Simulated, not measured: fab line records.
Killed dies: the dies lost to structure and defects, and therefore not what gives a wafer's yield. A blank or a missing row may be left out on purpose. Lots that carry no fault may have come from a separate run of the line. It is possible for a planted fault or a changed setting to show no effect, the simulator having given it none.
Matching of chambers    flow nand-harc    NHARC_A_CONTACT_ETCH_92 on rie-diel-03 has 4 sister chambers
The step etches the open film in CH3F/O2, target depth 40 nm, time 85.7 s. 16 wafers are shown with their chamber, then 8 later ones without.

## EACH WAFER AND ITS CHAMBER
wafer   chamber  showerhead-plenum-p-Torr (Torr)  rf-vpp-V (V)  throttle-valve-pct (%)
L084.1  3        2.41                             243.8         20.664
L084.3  0        2.64                             247.8         20.651
L084.6  1        2.61                             246.4         20.664
L089.2  3        2.41                             243.3         20.661
L089.4  1        2.60                             246.0         20.645
L089.5  3        2.40                             242.8         20.666
L089.1  0        2.64                             247.1         20.660
L089.3  2        2.46                             244.5         20.663
L089.6  0        2.64                             245.4         20.669
L090.1  2        2.46                             243.8         20.652
L090.2  0        2.63                             247.5         20.653
L090.3  1        2.60                             246.5         20.660
L090.4  3        2.40                             245.3         20.668
L090.5  0        2.63                             247.2         20.656
L090.6  1        2.60                             246.0         20.672
L091.4  2        2.46                             245.0         20.654

SIGNATURES (averages over the wafers above)
reading                   chamber 0  chamber 1  chamber 2  chamber 3  scatter within a chamber
showerhead-plenum-p-Torr  2.6360     2.6025     2.4600     2.4050     0.00496
rf-vpp-V                  247.000    246.225    244.433    243.800    0.813
throttle-valve-pct        20.65780   20.66025   20.65633   20.66475   0.00754
Rule: a wafer lies at a distance from a chamber equal to the root of the sum of squares, over the readings, of (its reading less the chamber's mean, divided by the reading's scatter). If the next closest chamber is less than 2 further off than the closest, the wafer can't be placed; otherwise it belongs to the closest. The scatter is the square root of a quotient: the sum, over the shown wafers, of each reading's squared deviation from its chamber's mean, divided by wafers minus chambers.

## WAFERS WITHOUT THEIR CHAMBER
wafer   showerhead-plenum-p-Torr (Torr)  rf-vpp-V (V)  throttle-valve-pct (%)
L091.5  2.46                             244.2         20.675
L091.6  2.40                             244.2         20.652
L091.1  2.40                             245.7         20.661
L091.2  2.60                             245.8         20.679
L091.3  2.63                             247.6         20.663
L093.2  2.60                             245.1         20.653
L093.3  2.63                             246.6         20.665
L093.6  2.59                             245.2         20.669

## EACH ONE'S CHAMBER
wafer   from the rows above  in truth
L091.5  2                    2
L091.6  3                    3
L091.1  3                    3
L091.2  1                    1
L091.3  0                    0
L093.2  1                    1
L093.3  0                    0
L093.6  1                    1
8 of 8 placed correctly. Number that these rows cannot place: 0. Placed wrongly: 0.
